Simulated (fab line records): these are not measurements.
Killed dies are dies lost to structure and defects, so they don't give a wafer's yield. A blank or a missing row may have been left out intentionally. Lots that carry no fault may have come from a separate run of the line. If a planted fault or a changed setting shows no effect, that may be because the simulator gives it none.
fab line records	flow n5-finfet
[record] lots = 5	wafers = 15	last-day = 17
route steps=1938 shown BEOL_M5@1145 PASSIVATION@1936
lots untouched by any fault: they come from a run of this same line in which no faults occurred
start-h: hours from the record's first day to the start of the lot's first wafer shown	wait-h: hours elapsed since this lot's preceding step	" as in the row above	L1.1+2: a row that stands for several wafers	- no value present, or no start provided	* or withheld: withheld	< > ~ a bound
route shown NAME@n: NAME is a module with steps in the file, n the number in the route of the first one	usual: the fault-free wafers' mean and standard deviation	same: alike in all rows	chamber/n: place in a boat	sites: readings site by site	_std_site: their standard deviation	_edge_site: mean of outer sites minus mean of inner sites	radius-mm: for every site, how far away it sits from the centre of the wafer	mask NAME#n: copy n	behind: the tool/chamber that last shaped the wafer	hold: the reason the lot was held/the length of the hold in hours/how it ended	device: transistor that didn't switch, given as n, p or np	end of line: the route-end tests of the same wafers	a step with no rows: only its recipe	killed: not the wafer's yield, but the dies lost to structure and defects at the first sort	map: per-die view of a wafer (x killed, . not killed, _ where there is no die)
set.NAME: the setting that was run; set.NAME@STEP: the one run at that earlier step	model.NAME: the simulator's own value behind a step, which no gauge read
lots at selected steps of the route; one table per step, one row per wafer
services: the hour from which a tool's chamber was out of use, counted from the record's first day as start-h (under 0 if before that day), plus the number of hours and why
[[steps]]
[step N5_BEOL_M5_EXPOSE_25]
[recipe] mask-id = V4	na = 0.33	source-shape = quasar	sigma-inner = 0.2	sigma-outer = 0.6	polarization = unpolarized	defocus-nm = 10	dose-mj = 52.75
[step N5_BEOL_M5_PEB_26]
[recipe] peb-temp-c = 100	peb-time-s = 60	resist = CAR-EUV
[step N5_BEOL_M5_DEVELOP_27]
[recipe] develop-time-s = 30	developer = TMAH	resist = CAR-EUV	rinse-liquid = surfactant-rinse	dry = air-spin	dev-temp-c = 23
[step N5_BEOL_M5_CD_MEAS_28]
[recipe] target-cd-nm = 30.6	landing-energy-ev = 500	detector = se-inlens	target-cd-y-nm = 20	polarity = opening
[usual] cd-nm = 30.61/0.25
lot.wafer	tool	chamber	start-h	wait-h	cd-nm
L142.4	cd-sem-03	0	197.49	-	30.94
L142.5	"	0	"	"	30.72
L142.6	"	0	"	"	31.00
L150.2	cd-sem-01	0	231.22	-	30.48
L150.3	"	0	"	"	30.56
L150.4	"	0	"	"	30.35
L156.1	cd-sem-03	0	265.75	-	30.06
L156.2	"	0	"	"	30.61
L156.5	"	0	"	"	30.50
L158.3	cd-sem-02	0	285.93	-	30.85
L158.4	"	0	"	"	30.71
L158.5	"	0	"	"	30.50
L163.1	cd-sem-02	0	304.83	-	30.62
L163.4	"	0	"	"	30.60
L163.5	"	0	"	"	30.75
[step N5_BEOL_M5_OVL_MEAS_29]
[recipe] points-per-wafer = 522
[usual] V4_OVL = -0.4/0.63
lot.wafer	tool	chamber	start-h	wait-h	V4_OVL[nm]
L142.4	overlay-01	0	197.54	0.0	-0.6
L142.5	"	0	"	"	-0.3
L142.6	"	0	"	"	-0.3
L150.2	overlay-01	0	231.26	0.0	-0.3
L150.3	"	0	"	"	0.5
L150.4	"	0	"	"	0.1
L156.1	overlay-01	0	265.78	0.0	-0.1
L156.2	"	0	"	"	0.5
L156.5	"	0	"	"	-0.2
L158.3	overlay-01	0	285.97	0.0	-0.1
L158.4	"	0	"	"	-0.4
L158.5	"	0	"	"	0.0
L163.1	overlay-01	0	304.86	0.0	0.4
L163.4	"	0	"	"	-0.3
L163.5	"	0	"	"	-0.5
[step N5_BEOL_M5_INSPECT_30]
[recipe] mode = adi	inspect-instrument = brightfield
[usual] raw-defect-count = 409/100
lot.wafer	tool	chamber	start-h	wait-h	raw-defect-count
L142.4	defect-inspect-01	-	197.58	0.0	362
L142.5	"	-	"	"	350
L142.6	"	-	"	"	369
L150.2	defect-inspect-01	-	231.31	0.0	475
L150.3	"	-	"	"	498
L150.4	"	-	"	"	425
L156.1	defect-inspect-02	-	265.83	0.1	310
L156.2	"	-	"	"	296
L156.5	"	-	"	"	334
L158.3	defect-inspect-02	-	286.01	0.0	468
L158.4	"	-	"	"	435
L158.5	"	-	"	"	411
L163.1	defect-inspect-01	-	304.92	0.1	235
L163.4	"	-	"	"	286
L163.5	"	-	"	"	191
[step N5_BEOL_M5_DESCUM_33]
[recipe] chemistry = O2	time-s = 7	source-power-w = 50	bias-power-w = 20	pressure-mtorr = 20	rf-frequency-hz = 2.712e+07	temp-c = 40	resist = CAR-EUV	o2-flow-sccm = 225
[usual] drypump-motor-current-A = 5.8/0.42	oes-product-au = 0.80/0.061	rf-fwd-power-W = 49.27/0.23	rf-vpp-V = 243.5/1.5	showerhead-plenum-p-Torr = 2.12/0.09	throttle-valve-pct = 20.48/0.28
lot.wafer	tool	chamber	start-h	wait-h	drypump-motor-current-A	oes-product-au	rf-fwd-power-W	rf-hours-counter-h	rf-vpp-V	showerhead-plenum-p-Torr	throttle-valve-pct
L142.4	rie-diel-06	0	197.61	0.0	5.6	0.72	48.89	204	241.4	2.01	20.70
L142.5	"	1	"	"	6.2	0.85	49.51	-	241.4	2.04	20.05
L142.6	"	2	"	"	6.0	0.82	49.34	-	243.8	2.22	20.39
L150.2	rie-diel-02	3	231.72	0.4	5.8	0.80	49.02	89	244.7	2.22	20.03
L150.3	"	1	"	"	5.6	0.87	49.77	61	245.7	2.24	20.32
L150.4	"	0	"	"	5.1	0.74	48.87	172	243.8	2.20	20.84
L156.1	rie-diel-06	2	265.87	0.0	6.0	0.80	49.20	106	244.0	2.22	20.43
L156.2	"	1	"	"	6.2	0.81	49.36	76	243.0	2.03	20.09
L156.5	"	2	"	"	6.0	0.79	49.34	-	244.4	2.22	20.42
L158.3	rie-diel-04	0	286.38	0.4	5.6	0.87	49.05	46	243.5	2.05	20.21
L158.4	"	1	"	"	5.5	0.69	49.18	241	241.9	2.04	20.37
L158.5	"	2	"	"	5.4	0.79	49.45	-	241.3	2.01	20.53
L163.1	rie-diel-02	1	304.95	0.0	5.6	0.85	49.38	86	244.7	2.23	20.36
L163.4	"	2	"	"	6.5	0.75	49.49	122	243.5	2.02	20.94
L163.5	"	2	"	"	6.5	0.76	49.50	-	240.6	2.02	20.93
[step N5_BEOL_M5_ETCH_75]
[recipe] chemistry = N2/H2	target = underlayer	target-depth-a = 65	mask-material = CAR-EUV	time-s = 5.2	ion-energy-ev = 200	pressure-mtorr = 30	source-w = 840	bias-w = 150	n2-flow-sccm = 200	h2-flow-sccm = 200	ends = cleared
[usual] bias-w = 150.0/0.48	drypump-motor-current-A = 5.8/0.42	etch-rf-on-time-s = 5.21/0.12	oes-product-au = 0.68/0.055	rf-fwd-power-W = 819.2/2.9	rf-vpp-V = 524.4/2.8	showerhead-plenum-p-Torr = 2.56/0.1	throttle-valve-pct = 17.83/0.26
lot.wafer	tool	chamber	start-h	wait-h	bias-w	drypump-motor-current-A	etch-rf-on-time-s	oes-product-au	rf-fwd-power-W	rf-hours-counter-h	rf-vpp-V	showerhead-plenum-p-Torr	throttle-valve-pct
L142.4	rie-diel-06	0	197.65	0.0	150.2	5.7	5.39	0.60	821.5	204	521.3	2.41	17.92
L142.5	"	1	"	"	150.2	6.2	5.14	0.73	821.5	-	521.5	2.49	17.59
L142.6	"	2	"	"	150.8	6.0	5.23	0.70	816.4	-	530.4	2.66	17.51
L150.2	rie-diel-02	3	231.75	0.0	150.3	5.9	5.19	0.70	818.1	89	527.9	2.67	17.29
L150.3	"	1	"	"	150.4	5.6	5.30	0.73	813.7	61	528.2	2.71	17.77
L150.4	"	0	"	"	150.6	5.1	5.04	0.63	818.0	172	525.1	2.64	18.05
L156.1	rie-diel-06	2	265.90	0.0	150.2	6.1	5.30	0.68	819.8	106	527.8	2.65	17.54
L156.2	"	1	"	"	150.0	6.2	5.19	0.71	820.7	76	522.8	2.49	17.61
L156.5	"	2	"	"	150.8	6.1	5.24	0.68	817.2	-	527.2	2.65	17.55
L158.3	rie-diel-04	0	286.42	0.0	149.5	5.7	5.25	0.73	815.8	46	523.4	2.48	17.53
L158.4	"	1	"	"	149.3	5.6	5.37	0.58	821.9	241	520.5	2.48	17.87
L158.5	"	2	"	"	150.5	5.4	5.11	0.67	823.9	-	523.2	2.43	18.01
L163.1	rie-diel-02	1	304.99	0.0	149.9	5.6	5.22	0.71	820.5	86	526.8	2.69	17.80
L163.4	"	2	"	"	150.7	6.5	5.34	0.64	822.3	122	519.7	2.45	18.29
L163.5	"	2	"	"	151.0	6.5	5.34	0.64	822.9	-	522.4	2.45	18.27
[step N5_BEOL_M5_ETCH_67]
[recipe] chemistry = CF4	target = SiARC	target-depth-a = 156	mask-material = CAR-EUV	time-s = 26	ion-energy-ev = 80	pressure-mtorr = 40	source-w = 545	bias-w = 36	Ar_flow_sccm = 100	cf4-flow-sccm = 100	ends = cleared
[usual] bias-w = 36.01/0.11	drypump-motor-current-A = 5.8/0.42	etch-rf-on-time-s = 26.0/0.58	oes-product-au = 0.68/0.055	rf-fwd-power-W = 531.5/1.6	rf-vpp-V = 184.3/1.3	showerhead-plenum-p-Torr = 2.16/0.084	throttle-valve-pct = 15.58/0.26
lot.wafer	tool	chamber	start-h	wait-h	bias-w	drypump-motor-current-A	etch-rf-on-time-s	oes-product-au	rf-fwd-power-W	rf-hours-counter-h	rf-vpp-V	showerhead-plenum-p-Torr	throttle-valve-pct
L142.4	rie-diel-06	0	197.66	0.0	35.93	5.6	27.0	0.60	529.8	204	183.4	2.04	15.70
L142.5	"	1	"	"	36.21	6.2	25.9	0.73	533.2	-	184.8	2.09	15.29
L142.6	"	2	"	"	35.79	6.0	26.5	0.70	533.4	-	185.1	2.25	15.39
L150.2	rie-diel-02	3	231.77	0.0	36.01	5.9	25.7	0.70	531.8	89	186.3	2.27	15.25
L150.3	"	1	"	"	35.82	5.6	26.0	0.74	534.4	61	185.8	2.26	15.29
L150.4	"	0	"	"	36.16	5.1	25.4	0.64	534.0	172	186.2	2.24	15.91
L156.1	rie-diel-06	2	265.92	0.0	35.87	6.0	26.4	0.68	533.1	106	185.6	2.24	15.44
L156.2	"	1	"	"	35.82	6.2	25.5	0.71	532.9	76	184.0	2.08	15.32
L156.5	"	2	"	"	35.95	6.0	26.5	0.68	532.9	-	185.6	2.24	15.41
L158.3	rie-diel-04	0	286.43	0.0	35.97	5.7	26.5	0.73	535.8	46	183.2	2.08	15.27
L158.4	"	1	"	"	36.06	5.6	26.7	0.57	532.3	241	183.6	2.12	15.82
L158.5	"	2	"	"	35.81	5.4	25.6	0.68	534.2	-	182.7	2.06	15.71
L163.1	rie-diel-02	1	305.01	0.0	36.07	5.6	26.0	0.72	531.8	86	186.9	2.25	15.35
L163.4	"	2	"	"	35.94	6.5	26.6	0.64	530.6	122	182.1	2.05	15.92
L163.5	"	2	"	"	35.88	6.6	26.8	0.64	532.9	-	183.7	2.05	15.94
[step N5_BEOL_M5_ETCH_68]
[recipe] chemistry = N2/H2	target = SOC	target-depth-a = 800	overetch-a = 160	mask-material = SiARC	temp-c = 40	time-s = 120	ion-energy-ev = 200	pressure-mtorr = 30	source-w = 840	bias-w = 150	n2-flow-sccm = 200	h2-flow-sccm = 200
[usual] bias-w = 150.0/0.45	drypump-motor-current-A = 5.8/0.42	oes-product-au = 0.61/0.047	rf-fwd-power-W = 834.6/3	rf-vpp-V = 524.5/2.8	showerhead-plenum-p-Torr = 2.56/0.1	throttle-valve-pct = 17.79/0.26
lot.wafer	tool	chamber	start-h	wait-h	bias-w	drypump-motor-current-A	oes-product-au	rf-fwd-power-W	rf-hours-counter-h	rf-vpp-V	showerhead-plenum-p-Torr	throttle-valve-pct
L142.4	rie-diel-06	0	197.69	0.0	150.5	5.6	0.56	831.0	204	520.6	2.41	17.90
L142.5	"	1	"	"	150.5	6.2	0.66	840.9	-	522.1	2.49	17.54
L142.6	"	2	"	"	150.5	6.0	0.63	834.1	-	528.0	2.66	17.46
L150.2	rie-diel-02	3	231.80	0.0	150.5	5.9	0.62	831.9	89	526.6	2.67	17.24
L150.3	"	1	"	"	150.6	5.7	0.66	834.6	61	526.9	2.71	17.70
L150.4	"	0	"	"	149.7	5.1	0.56	837.6	172	527.2	2.64	18.01
L156.1	rie-diel-06	2	265.95	0.0	150.6	6.0	0.62	833.2	106	528.0	2.65	17.50
L156.2	"	1	"	"	149.9	6.2	0.63	830.6	76	520.9	2.49	17.57
L156.5	"	2	"	"	150.1	6.0	0.62	830.9	-	527.6	2.65	17.51
L158.3	rie-diel-04	0	286.46	0.0	150.1	5.7	0.66	834.2	46	521.7	2.48	17.51
L158.4	"	1	"	"	150.2	5.5	0.53	831.3	241	522.6	2.48	17.82
L158.5	"	2	"	"	150.3	5.4	0.61	830.3	-	521.9	2.43	17.97
L163.1	rie-diel-02	1	305.03	0.0	149.9	5.7	0.64	837.2	86	527.6	2.69	17.75
L163.4	"	2	"	"	150.3	6.5	0.58	836.0	122	521.3	2.45	18.23
L163.5	"	2	"	"	149.7	6.5	0.59	836.1	-	520.9	2.45	18.23
[step N5_BEOL_M5_STRIP_69]
[recipe] chemistry = N2/H2	temp-c = 40	n2-flow-sccm = 200	h2-flow-sccm = 200	rf-frequency-hz = 6e+07
[step N5_BEOL_M5_STRIP_76]
[recipe] chemistry = N2/H2	temp-c = 40	n2-flow-sccm = 200	h2-flow-sccm = 200	rf-frequency-hz = 6e+07
[step N5_BEOL_M5_VIA_ETCH_34]
[recipe] chemistry = C4F6/O2	target = SiCOH_lowk	target-depth-a = 883	mask-material = SOC	taper-deg = 4	time-s = 39.2	ion-energy-ev = 250	pressure-mtorr = 30	source-w = 345	bias-w = 185	Ar_flow_sccm = 300	C4F6_flow_sccm = 10	O2_flow_sccm = 10
[usual] bias-w = 185.0/0.57	drypump-motor-current-A = 5.8/0.42	oes-product-au = 0.80/0.064	rf-fwd-power-W = 340.0/1.7	rf-vpp-V = 661/8.8	showerhead-plenum-p-Torr = 2.87/0.11	throttle-valve-pct = 20.85/0.28
lot.wafer	tool	chamber	start-h	wait-h	bias-w	drypump-motor-current-A	oes-product-au	rf-fwd-power-W	rf-hours-counter-h	rf-vpp-V	showerhead-plenum-p-Torr	throttle-valve-pct	model.etch.depth-nm
L142.4	rie-diel-06	0	197.79	0.0	184.9	5.6	0.72	337.3	204	662	2.70	20.93	85.85
L142.5	"	1	"	"	185.4	6.2	0.85	342.0	-	651	2.78	20.56	87.74
L142.6	"	2	"	"	184.1	6.0	0.82	338.5	-	672	2.99	20.65	86.46
L150.2	rie-diel-02	3	231.90	0.0	185.4	5.8	0.82	338.1	89	663	3.01	20.50	87.99
L150.3	"	1	"	"	160.9	5.6	0.85	340.8	61	586	3.00	20.56	85.06
L150.4	"	0	"	"	185.1	5.1	0.75	340.2	172	669	2.98	21.27	90.5
L156.1	rie-diel-06	2	266.05	0.0	184.7	6.0	0.80	338.6	106	671	2.98	20.67	86.31
L156.2	"	1	"	"	185.3	6.2	0.82	343.3	76	651	2.77	20.59	87.4
L156.5	"	2	"	"	185.4	6.0	0.80	340.8	-	670	2.98	20.67	86.52
L158.3	rie-diel-04	0	286.56	0.0	184.6	5.6	0.86	337.5	46	670	2.76	20.49	87.57
L158.4	"	1	"	"	184.2	5.6	0.68	339.7	241	674	2.82	21.03	87.2
L158.5	"	2	"	"	184.5	5.3	0.78	340.8	-	657	2.73	20.96	87.96
L163.1	rie-diel-02	1	305.14	0.0	185.8	5.6	0.83	342.0	86	653	2.99	20.61	88.32
L163.4	"	2	"	"	184.8	6.5	0.75	341.0	122	654	2.72	21.20	85.78
L163.5	"	2	"	"	184.8	6.5	0.75	341.7	-	654	2.72	21.20	86.48
[step N5_BEOL_M5_STRIP_85]
[recipe] chemistry = C4F6/O2	resist = SiARC	rf-frequency-hz = 6e+07
[step N5_PASSIVATION_PROBE_49]
[usual] defect-limited-yield = 91.5/1.4	killed_at_M0_to_M3 = 32/9.7	killed_at_M4_up = 14/5.3	killed-at-contacts = 11/6	killed-at-front-end = 39/14	killed-at-other = 3.3/2.7	killed-dies = 100/17	killed-open = 66/13	killed-short = 32/7.4	sort_bin_5_function = 4.9/0.9	sort_bin_6_memory = 3.2/0.72	sort-n-pass = 1080/17	sort-yield-pct = 91.5/1.4
[same] gross-dies = 1180	killed-at-back-side = 0	sort_bin_4_leakage[%] = 0	sort_bin_8_speed[%] = 0
lot.wafer	tool	chamber	start-h	wait-h	defect-limited-yield[%]	killed_at_M0_to_M3	killed_at_M4_up	killed-at-contacts	killed-at-front-end	killed-at-other	killed-dies	killed-open	killed-short	sort_bin_5_function[%]	sort_bin_6_memory[%]	sort-n-pass	sort-yield-pct[%]
L142.4	prober-02	-	300.43	0.2	91.6	43	12	19	24	1	99	68	31	5.7	2.6	1081	91.6
L142.5	prober-02	-	300.48	0.2	92.1	40	12	16	23	2	93	66	27	5.2	2.4	1087	92.1
L142.6	prober-02	-	300.53	0.3	92.9	40	3	12	26	3	84	59	25	4.1	2.9	1096	92.9
// killed by level:class
L142.4 MOL_CONTACT_COAG:geometric-particle:open=12 BEOL_M3:geometric-particle:open=11 BEOL_M0_SAQP:geometric-particle:short=8 MOL_CONTACT_COAG:geometric-particle:short=7 BEOL_M2:geometric-particle:open=7 BEOL_M0_SAQP:geometric-particle:open=5 BEOL_M1:geometric-particle:open=5 STI_FIN_REVEAL:geometric-particle:open=4
L142.5 MOL_CONTACT_COAG:geometric-particle:open=14 BEOL_M0_SAQP:geometric-particle:short=9 STI_FIN_REVEAL:geometric-particle:open=7 BEOL_M0_SAQP:geometric-particle:open=7 BEOL_M3:geometric-particle:open=7 BEOL_M0:geometric-particle:open=5 BEOL_M1:geometric-particle:open=4 BEOL_M2:geometric-particle:open=4
L142.6 STI_FIN_REVEAL:geometric-particle:open=10 MOL_CONTACT_COAG:geometric-particle:open=10 BEOL_M1:geometric-particle:open=8 BEOL_M0:geometric-particle:open=8 BEOL_M0_SAQP:geometric-particle:short=7 BEOL_M0_SAQP:geometric-particle:open=7 BEOL_M2:geometric-particle:open=4 BEOL_M3:geometric-particle:open=3
[[services]]
tool	chamber	start-h	hours	kind
rie-diel-06	1	181.26	7.0	repair
rie-diel-06	2	187.71	4.6	repair
rie-diel-02	3	240.22	32.8	repair
rie-diel-04	1	279.44	3.4	repair
rie-diel-04	2	293.66	8.2	repair
[[key]]
[first-sign] step = N5_BEOL_M5_VIA_ETCH_34	reading = bias-w	direction = down	sigmas = 42	usual = *	struck = *
[effect] step = N5_BEOL_M5_VIA_ETCH_34	reading = rf-vpp-V	direction = down	sigmas = 8.5	usual = 661	struck = 586
[model-effect] step = N5_BEOL_M5_VIA_ETCH_34	value = etch.depth-nm	without = 88.72	struck = 85.06
met-at N5_BEOL_M5_VIA_ETCH_34
struck-wafers L150.3
[fault] kind = process-parameter-drift	tool = rie-diel-02	chamber = 1	onset-h = 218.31	steps = N5_BEOL_M5_VIA_ETCH_34	channel = bias-w	offset = *	shape = step	end-h = 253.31	acts-in = *	stated = *
